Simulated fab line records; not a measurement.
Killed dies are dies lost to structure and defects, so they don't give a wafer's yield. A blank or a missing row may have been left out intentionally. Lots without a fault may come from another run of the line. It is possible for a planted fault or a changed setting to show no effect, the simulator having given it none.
2 desks looking at one fault || flow n5Finfet || each desk holds nothing but its own numbers, with what lay behind them at the end

== METROLOGY DESK ==
What the gauges read for every lot (on any tool): the sampled wafers with a number, averaged. Any lot whose mean is over 4 standard deviations away from the usual mean is out of limits and marked OUT; that distance is given in the brackets. Only the readings that lie furthest out on some lot appear, 7 of the 10 it has.
Columns: A = DIBL_N at N5_BEOL_M4_RC_MEAS_101, usual 36.4 mV/V; B = DIBL_P at N5_BEOL_M4_RC_MEAS_101, usual 36.5 mV/V; C = IOFF_N at N5_BEOL_M4_RC_MEAS_101, usual 0.154 nA/um; D = IOFF_P at N5_BEOL_M4_RC_MEAS_101, usual 0.202 nA/um; E = ION_P at N5_BEOL_M4_RC_MEAS_101, usual 460 uA/um; F = SS_N at N5_BEOL_M4_RC_MEAS_101, usual 71.6 mV/dec; G = SS_P at N5_BEOL_M4_RC_MEAS_101, usual 73.4 mV/dec
{"lot": "L809", "first seen here": "day 8 04:26", "A": 36.5, "B": 35.3, "C": 0.150, "D": 0.179, "E": 453, "F": 72.1, "G": 73.0}
{"lot": "L812", "first seen here": "day 8 10:06", "A": 37.9, "B": 38.0, "C": 0.161, "D": 0.192, "E": 450, "F": 71.4, "G": 73.5}
{"lot": "L815", "first seen here": "day 10 04:04", "A": 35.3, "B": 35.1, "C": 0.154, "D": 0.189, "E": 458, "F": 71.4, "G": 73.5}
{"lot": "L816", "first seen here": "day 10 06:40", "A": 35.8, "B": 36.1, "C": 0.143, "D": 0.209, "E": 466, "F": 71.5, "G": 73.7}
{"lot": "L819", "first seen here": "day 10 12:56", "A": 36.0, "B": 36.6, "C": 0.154, "D": 0.186, "E": 459, "F": 71.3, "G": 73.7}
{"lot": "L820", "first seen here": "day 10 14:14", "A": 35.8, "B": 38.9, "C": 0.152, "D": 0.188, "E": 456, "F": 71.7, "G": 73.5}
{"lot": "L822", "first seen here": "day 11 21:53", "A": 36.2, "B": 36.4, "C": 0.174, "D": 0.200, "E": 461, "F": 72.0, "G": 73.5}
{"lot": "L829", "first seen here": "day 12 23:37", "A": 38.2, "B": 40.8, "C": 0.200, "D": 0.252, "E": 460, "F": 72.5, "G": 74.1}
{"lot": "L831", "first seen here": "day 13 17:35", "A": 36.9, "B": 38.4, "C": 0.178, "D": 0.208, "E": 458, "F": 71.6, "G": 73.7}
{"lot": "L830", "first seen here": "day 13 22:59", "A": 35.0, "B": 35.3, "C": 0.136, "D": 0.202, "E": 463, "F": 71.1, "G": 72.5}
This desk found nothing out of limits on any of the 10 lots.

== TOOL OWNER'S DESK, aldMetal-03 ==
The tool's own readings at N5_HKMG_FIN_NWFM_ALD_20 (deposits TiAlC, target thk 2 nm, pulse time 3 s, purge time 2 s): means of the sampled wafers that have a number, for each lot that ran on this tool. Any lot whose mean is over 4 standard deviations away from the usual mean is out of limits and marked OUT; that distance is given in the brackets.
Columns: A = heaterPowerW at N5_HKMG_FIN_NWFM_ALD_20, usual 508 W; B = precursorPulseHeightRel at N5_HKMG_FIN_NWFM_ALD_20, usual 0.997
{"lot": "L809", "first seen here": "day 4 13:38", "A": 551, "B": 0.970}
{"lot": "L816", "first seen here": "day 6 07:03", "A": 537, "B": 0.998}
{"lot": "L819", "first seen here": "day 7 01:37", "A": 549, "B": 1.000}
{"lot": "L822", "first seen here": "day 7 20:55", "A": 565, "B": 1.012}
This desk found nothing out of limits on any of the 4 lots.

== TAKEN TOGETHER ==
The metrology desk saw nothing out of limits.
The tool owner's desk saw nothing out of limits.

== WHAT WAS PUT IN BY THE SIMULATOR ==
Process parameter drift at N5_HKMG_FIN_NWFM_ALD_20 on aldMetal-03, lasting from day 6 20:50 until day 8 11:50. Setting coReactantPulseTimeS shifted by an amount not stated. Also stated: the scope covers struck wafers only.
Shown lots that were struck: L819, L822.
